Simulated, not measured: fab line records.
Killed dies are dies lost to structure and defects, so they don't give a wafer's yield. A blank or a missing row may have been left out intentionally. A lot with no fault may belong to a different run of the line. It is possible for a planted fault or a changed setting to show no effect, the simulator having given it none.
Matching of chambers | flow n5Finfet | rieDiel-05 running N5_DUMMY_GATE_ETCH_31: 4 sister chambers
The step etches SiO2 in C4F6/O2, target depth 82.5 nm, time 27.5 s. 8 wafers are shown with their chamber, then 8 later ones without.

## WAFERS PAIRED WITH THEIR CHAMBERS
wafer  | chamber | throttleValvePct (%) | rfVppV (V)
L075.2 | 3       | 21.51                | 667
L077.5 | 1       | 20.95                | 666
L084.1 | 2       | 20.80                | 689
L084.5 | 1       | 20.99                | 667
L085.1 | 3       | 21.53                | 669
L085.4 | 2       | 20.80                | 687
L085.5 | 0       | 20.93                | 648
L087.1 | 0       | 20.95                | 645

## WAFERS MISSING THEIR CHAMBER
wafer  | throttleValvePct (%) | rfVppV (V)
L087.5 | 20.79                | 687
L087.6 | 21.53                | 669
L091.1 | 21.56                | 667
L091.2 | 20.98                | 666
L091.4 | 20.81                | 688
L094.1 | 20.99                | 665
L094.2 | 21.54                | 666
L094.3 | 20.79                | 688

## THE CHAMBER EACH PASSED THROUGH
wafer  | from the rows above | in truth
L087.5 | 2                   | 2
L087.6 | 3                   | 3
L091.1 | 3                   | 3
L091.2 | 1                   | 1
L091.4 | 2                   | 2
L094.1 | 1                   | 1
L094.2 | 3                   | 3
L094.3 | 2                   | 2
Correct placement for 8 of the 8. Left unplaced by these rows: 0. Wrongly placed: 0.
How it was worked out, from the rows above alone: a wafer's distance from a chamber is the root of the sum, over the readings, of the square of ((its reading less the chamber's mean) divided by the reading's scatter). The wafer belongs to the nearest chamber; if the next one is less than 2 further off, it can't be placed. The mean given for a chamber averages the wafers shown for that chamber. How the scatter is found: for the shown wafers, subtract from each reading the mean of its chamber, square and add these, divide the total by (wafers less chambers), then take the root.
